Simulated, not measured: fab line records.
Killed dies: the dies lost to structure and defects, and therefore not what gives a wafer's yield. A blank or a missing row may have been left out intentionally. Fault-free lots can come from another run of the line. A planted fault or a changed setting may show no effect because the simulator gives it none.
fab line records	flow nandHarc
record lots=14	wafers=42	lastDay=25
route steps=1159 shown A_STAIRCASE@648
lots untouched by any fault: they come from a run of this same line in which no faults occurred
startH: the number of hours between the record's first day and the start of the first shown wafer of the lot	waitH: hours from the lot's prior step to this one	" repeats the value in the row above	L1.1+2: a row that stands for several wafers	- no value, or no start given	* or withheld: withheld	< > ~ a bound
route shown NAME@n: NAME is a module with steps in the file, n the number in the route of the first one	usual: mean/standard deviation of fault-free wafers	same: alike in all rows	chamber/n: place in a boat	sites: each site's reading	_std_site: how widely they spread, as a standard deviation	_edge_site: inner sites' mean taken away from outer sites' mean	radiusMm: how far each site lies from the wafer's centre	mask NAME#n: copy n	behind: the most recent tool/chamber to have shaped the wafer	hold: what put the lot on hold/how long, in hours/how the hold closed	device: which transistor (n, p or np) failed to switch	end of line: at the end of the route, the tests of the same wafers	for a step that has no rows: nothing shown but its recipe	killed: dies that structure and defects cost at the first sort, which is not the same as the wafer's yield	map: shows each die of a wafer: x if killed, . if not, _ if none is there
set.NAME: the run value of the setting; set.NAME@STEP: its run value at that earlier step	model.NAME: the simulator's own value behind a step, which no gauge read
the route's steps for a sample of lots (tables are steps, rows are wafers)
services: from which hour (startH, from the record's first day; less than 0 if before it) a tool's chamber was out of use, for how many hours, and why
## steps
# step NHARC_A_STAIRCASE_STRIP_254
# recipe powerW=1500	tempC=250	chemistry=O2
# usual drypumpMotorCurrentA=5.9/0.41	heaterPowerW=313/26	rfReflPowerW=20/8.1
lot.wafer	tool	chamber	startH	waitH	drypumpMotorCurrentA	heaterPowerW	rfHoursCounterH	rfReflPowerW
L959.3	plasmaAsher-02	0	248.61	-	6.3	338	-	-
L959.4	"	1	"	"	5.9	333	-	-
L959.5	"	1	"	"	5.9	321	-	-
L962.1	plasmaAsher-01	0	258.23	-	6.0	281	56	19
L962.2	"	1	"	"	5.2	290	56	13
L962.6	"	1	"	"	5.2	287	-	13
L961.2	plasmaAsher-02	1	260.46	-	5.9	330	21	32
L961.4	"	1	"	"	5.9	329	-	32
L961.6	"	0	"	"	6.4	343	-	13
L963.4	plasmaAsher-01	0	273.97	-	6.0	270	-	20
L963.3	"	1	"	"	5.2	293	-	13
L963.6	"	0	"	"	6.0	284	-	20
L965.3	plasmaAsher-02	0	279.42	-	6.4	341	-	12
L965.4	"	1	"	"	5.9	338	-	32
L965.5	"	0	"	"	6.4	337	-	13
L967.2	plasmaAsher-01	1	294.45	-	5.2	288	2	13
L967.1	"	0	"	"	6.0	275	2	20
L967.4	"	1	"	"	5.2	293	-	13
L972.2	plasmaAsher-01	0	330.70	-	6.0	269	14	20
L972.4	"	0	"	"	6.0	272	-	19
L972.5	"	0	"	"	6.0	272	-	20
L975.1	plasmaAsher-01	0	341.90	-	6.0	267	19	19
L975.3	"	0	"	"	6.0	267	-	20
L975.6	"	0	"	"	6.0	270	-	20
L977.3	plasmaAsher-02	0	345.70	-	6.4	335	-	13
L977.4	"	1	"	"	5.9	327	-	33
L977.6	"	0	"	"	6.3	337	-	12
L976.2	plasmaAsher-01	1	346.43	-	5.2	290	21	13
L976.3	"	0	"	"	6.0	270	-	20
L976.4	"	1	"	"	5.2	290	-	13
L979.2	plasmaAsher-02	0	355.29	-	6.3	336	56	-
L979.3	"	0	"	"	6.4	339	-	-
L979.4	"	1	"	"	5.9	320	-	-
L980.1	plasmaAsher-02	1	373.64	-	5.9	338	1	-
L980.2	"	0	"	"	6.4	325	1	-
L980.4	"	1	"	"	5.9	332	-	-
L982.1	plasmaAsher-01	1	377.32	-	5.2	287	32	-
L982.4	"	1	"	"	5.2	289	-	-
L982.6	"	0	"	"	6.0	265	-	-
L981.1	plasmaAsher-02	1	390.33	-	5.9	345	6	33
L981.3	"	1	"	"	5.9	335	-	32
L981.5	"	1	"	"	5.9	341	-	32
# step NHARC_A_STAIRCASE_DEP_259
# recipe targetThkA=300	targetThkNm=30	tempC=400	pressureTorr=3.5	flowSccm=200	rfW=350	material=SiON
# usual heaterPowerW=670/55
lot.wafer	tool	chamber	startH	waitH	heaterPowerW
L959.4	pecvd-01	2	251.35	0.8	687
L959.3	"	1	"	"	694
L959.5	"	1	"	"	687
L962.2	pecvd-03	1	262.44	1.2	635
L962.1	"	2	"	"	619
L962.6	"	2	"	"	626
L961.2	pecvd-02	2	265.68	1.3	665
L961.6	"	1	"	"	718
L961.4	"	0	"	"	675
L963.3	pecvd-02	2	277.93	1.1	614
L963.4	"	1	"	"	675
L963.6	"	2	"	"	602
L965.3	pecvd-03	1	282.82	1.0	715
L965.5	"	0	"	"	673
L965.4	"	2	"	"	649
L967.1	pecvd-02	1	297.78	1.7	703
L967.2	"	2	"	"	683
L967.4	"	1	"	"	692
L972.2	pecvd-03	0	333.36	1.3	657
L972.4	"	1	"	"	716
L972.5	"	1	"	"	677
L975.3	pecvd-03	0	344.98	1.4	616
L975.1	"	2	"	"	577
L975.6	"	1	"	"	734
L977.3	pecvd-01	0	353.82	0.9	779
L977.6	"	1	"	"	747
L977.4	"	2	"	"	679
L976.2	pecvd-02	1	355.50	1.3	713
L976.3	"	2	"	"	583
L976.4	"	0	"	"	653
L979.3	pecvd-03	1	360.35	1.0	693
L979.2	"	2	"	"	533
L979.4	"	0	"	"	633
L980.1	pecvd-01	1	376.32	1.5	664
L980.2	"	0	"	"	743
L980.4	"	1	"	"	677
L982.1	pecvd-01	1	380.11	1.6	668
L982.4	"	0	"	"	738
L982.6	"	1	"	"	647
L981.1	pecvd-01	0	393.03	1.6	722
L981.3	"	1	"	"	775
L981.5	"	2	"	"	644
# step NHARC_A_STAIRCASE_DESCUM_291
# recipe timeS=3	o2FlowSccm=200	arFlowSccm=0	biasPowerW=0	chemistry=O2
# usual chamberPressureMTorr=60.00/0.044	drypumpMotorCurrentA=5.5/0.4	mfcArSccm=0.014/0.013	oesProductAu=1.005/0.0096	rfVppV=57.6/0.8	showerheadPlenumPTorr=1.88/0.068	throttleValvePct=11.311/0.0088
lot.wafer	tool	chamber	startH	waitH	chamberPressureMTorr	drypumpMotorCurrentA	mfcArSccm	oesProductAu	rfHoursCounterH	rfVppV	showerheadPlenumPTorr	throttleValvePct
L959.4	rieDiel-02	2	252.35	-	60.00	5.2	0.010	1.015	35	56.5	1.77	11.301
L959.3	"	3	"	"	60.09	5.4	0.041	0.999	32	57.3	1.92	11.294
L959.5	"	1	"	"	59.94	5.5	0	1.012	-	58.2	1.95	11.303
L962.1	rieDiel-01	0	263.42	-	60.01	5.9	0	1.022	40	57.1	1.79	11.307
L962.2	"	2	"	"	60.00	6.2	0	0.999	48	57.7	1.86	11.298
L962.6	"	1	"	"	60.12	4.8	0.009	1.002	-	57.4	1.78	11.317
L961.2	rieDiel-04	1	266.52	-	60.03	5.0	0.033	1.014	54	57.9	1.92	11.327
L961.4	"	2	"	"	59.99	5.9	0.017	1.022	54	58.3	1.89	11.306
L961.6	"	0	"	"	60.04	5.6	0.019	1.005	-	56.8	1.91	11.300
L963.3	rieDiel-04	0	278.78	-	60.02	5.6	0.019	1.000	55	56.4	1.91	11.300
L963.4	"	1	"	"	59.92	4.9	0.033	1.005	59	57.6	1.92	11.298
L963.6	"	3	"	"	60.07	5.2	0	1.007	-	58.4	1.83	11.312
L965.3	rieDiel-02	0	283.80	-	60.00	6.0	0.029	1.009	42	57.3	1.89	11.304
L965.4	"	1	"	"	59.95	5.5	0	1.023	-	56.9	1.95	11.299
L965.5	"	0	"	"	60.04	6.0	0.029	0.994	-	56.9	1.89	11.326
L967.2	rieDiel-01	1	298.75	-	59.98	4.8	0.009	1.011	55	56.3	1.77	11.311
L967.1	"	3	"	"	60.02	5.4	0.023	1.002	58	56.4	1.94	11.334
L967.4	"	0	"	"	60.04	5.9	0	1.015	55	56.8	1.78	11.317
L972.4	rieDiel-04	2	334.44	-	59.94	5.8	0.017	1.006	16	58.3	1.89	11.303
L972.2	"	0	"	"	59.95	5.6	0.019	1.003	16	57.6	1.90	11.308
L972.5	"	2	"	"	59.95	5.9	0.017	1.001	-	57.5	1.89	11.317
L975.1	rieDiel-01	3	345.98	-	59.98	5.3	0.023	0.994	10	58.6	1.93	11.312
L975.3	"	2	"	"	60.04	6.2	0	1.012	10	57.1	1.85	11.316
L975.6	"	3	"	"	60.08	5.3	0.023	0.989	-	56.3	1.93	11.315
L977.3	rieDiel-04	0	354.70	-	60.00	5.6	0.019	1.008	25	58.0	1.90	11.320
L977.4	"	2	"	"	60.03	5.8	0.017	0.997	22	57.7	1.88	11.312
L977.6	"	3	"	"	60.03	5.2	0	0.998	-	56.8	1.82	11.308
L976.3	rieDiel-01	2	356.45	-	59.99	6.2	0	1.025	12	57.6	1.85	11.311
L976.2	"	3	"	"	59.98	5.3	0.023	1.000	12	57.8	1.93	11.309
L976.4	"	0	"	"	59.97	5.9	0	1.006	11	57.8	1.78	11.318
L979.3	rieDiel-02	1	361.18	-	60.03	5.5	0	1.006	9	57.6	1.94	11.313
L979.2	"	2	"	"	59.98	5.2	0.010	1.001	8	57.5	2.07	11.305
L979.4	"	2	"	"	59.98	5.2	0.010	1.007	-	57.9	2.07	11.314
L980.4	rieDiel-02	2	377.30	-	60.04	5.2	0.010	1.011	12	57.5	2.07	11.313
L980.2	"	3	"	"	60.05	5.4	0.041	1.009	9	56.8	1.91	11.315
L980.1	"	0	"	"	60.00	6.0	0.029	1.019	14	57.2	1.88	11.319
L982.1	rieDiel-01	0	380.96	-	59.99	5.9	0	0.995	17	56.4	1.78	11.302
L982.6	"	3	"	"	60.08	5.3	0.023	0.985	-	58.0	1.93	11.307
L982.4	"	2	"	"	60.03	6.2	0	1.002	-	57.9	1.85	11.314
L981.1	rieDiel-04	2	394.03	-	60.03	5.8	0.017	1.006	41	58.3	1.88	11.314
L981.3	"	0	"	"	60.00	5.6	0.019	1.020	42	57.5	1.90	11.305
L981.5	"	1	"	"	59.95	4.9	0.033	0.999	-	58.0	1.90	11.320
# step NHARC_A_STAIRCASE_PEB_308
# recipe pebTempC=115	pebTimeS=130
# usual chillPlateTempC=23.02/0.11	exhaustPa=45.2/0.82
lot.wafer	tool	chamber	startH	waitH	chillPlateTempC	exhaustPa
L959.3	lithoTrack-07	0	258.77	0.1	23.13	44.2
L959.4	"	0	"	"	23.04	44.6
L959.5	"	0	"	"	23.07	44.6
L962.1	lithoTrack-02	0	269.83	0.1	23.15	44.6
L962.2	"	0	"	"	23.27	46.0
L962.6	"	0	"	"	23.05	44.3
L961.2	lithoTrack-05	0	271.75	0.1	23.02	45.2
L961.4	"	0	"	"	23.16	45.7
L961.6	"	0	"	"	23.10	46.2
L963.3	lithoTrack-02	0	284.31	0.1	23.03	44.8
L963.4	"	0	"	"	22.96	45.0
L963.6	"	0	"	"	23.07	45.5
L965.3	lithoTrack-05	-	289.33	0.0	-	-
L965.4	"	-	"	"	-	-
L965.5	"	-	"	"	-	-
L967.1	lithoTrack-07	-	305.59	0.1	-	-
L967.2	"	-	"	"	-	-
L967.4	"	-	"	"	-	-
L972.2	lithoTrack-05	0	341.25	0.1	23.01	44.8
L972.4	"	0	"	"	23.10	44.2
L972.5	"	0	"	"	22.77	44.8
L975.1	lithoTrack-05	0	356.35	0.1	23.00	44.9
L975.3	"	0	"	"	22.81	46.3
L975.6	"	0	"	"	23.06	45.8
L977.3	lithoTrack-07	0	361.70	0.1	22.97	45.5
L977.4	"	0	"	"	23.01	46.0
L977.6	"	0	"	"	23.04	46.1
L976.2	lithoTrack-07	0	363.65	0.1	22.92	46.4
L976.3	"	0	"	"	23.14	46.0
L976.4	"	0	"	"	23.01	46.7
L979.2	lithoTrack-02	0	368.28	0.1	23.09	45.1
L979.3	"	0	"	"	23.15	45.1
L979.4	"	0	"	"	23.16	46.3
L980.1	lithoTrack-02	0	382.47	0.1	23.05	45.1
L980.2	"	0	"	"	23.02	44.9
L980.4	"	0	"	"	23.05	44.5
L982.1	lithoTrack-02	0	390.69	0.1	22.96	45.8
L982.4	"	0	"	"	23.05	45.3
L982.6	"	0	"	"	22.88	45.0
L981.1	lithoTrack-05	0	399.39	0.1	23.00	44.6
L981.3	"	0	"	"	23.10	46.9
L981.5	"	0	"	"	23.06	45.8
## services
tool	chamber	startH	hours	kind
rieDiel-02	3	229.59	5.3	repair
rieDiel-01	0	236.14	16.6	repair
lithoTrack-05	-	237.00	7.0	pm
pecvd-01	-	237.19	13.0	pm
pecvd-02	2	268.68	5.3	repair
plasmaAsher-01	-	276.32	9.0	pm
plasmaAsher-01	0	276.32	9.0	ventCycle
plasmaAsher-01	1	276.32	9.0	ventCycle
plasmaAsher-01	0	285.32	-	clean
rieDiel-04	-	288.94	9.0	pm
pecvd-03	-	292.33	13.0	pm
rieDiel-04	3	308.63	6.8	repair
rieDiel-01	-	315.80	9.0	pm
rieDiel-02	-	328.71	9.0	pm
pecvd-03	2	328.95	7.5	repair
pecvd-02	-	334.19	13.0	pm
plasmaAsher-02	-	339.16	0.9	repair
lithoTrack-02	-	340.00	7.0	pm
rieDiel-02	3	355.31	12.3	repair
rieDiel-04	3	359.07	13.1	repair
plasmaAsher-02	-	362.54	9.0	pm
lithoTrack-07	-	364.00	7.0	pm
pecvd-02	-	380.66	0.7	repair
rieDiel-01	3	381.01	14.8	repair
## key
firstSign step=NHARC_A_STAIRCASE_PEB_308	reading=toolRecord	direction=missing
effect none on later readings
metAt NHARC_A_STAIRCASE_PEB_308
struckLots L965,L967
laterRowsLeftOut L965.3,L965.4,L965.5,L967.1,L967.2,L967.4
sortLeftOut L965.3,L965.4,L965.5,L967.1,L967.2,L967.4
testerLeftOut L965,L967
notActingAt NHARC_A_STAIRCASE_STRIP_254,NHARC_A_STAIRCASE_DEP_259,NHARC_A_STAIRCASE_DESCUM_291
onsetBetween 271.75 289.33
fault kind=skippedStepWhole	tool=lithoTrack-05,lithoTrack-07	chamber=-	onsetH=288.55	steps=NHARC_A_STAIRCASE_PEB_308	scope=struckLotsOnly
# testerLeftOut: of these lots the tester's yield and bins aren't shown, on N5 and GAA mostly nor the transistor test; their killed dies are dies lost to structure and defects alone, not to doping, threshold or leakage, so they don't give the yield
# sortLeftOut: the simulated sort isn't trusted on such a fault, so these wafers' sort isn't shown, and their yield isn't known
# laterRowsLeftOut: the simulator's readings of these wafers behind a module that went badly wrong aren't trusted and aren't shown, but for the sort
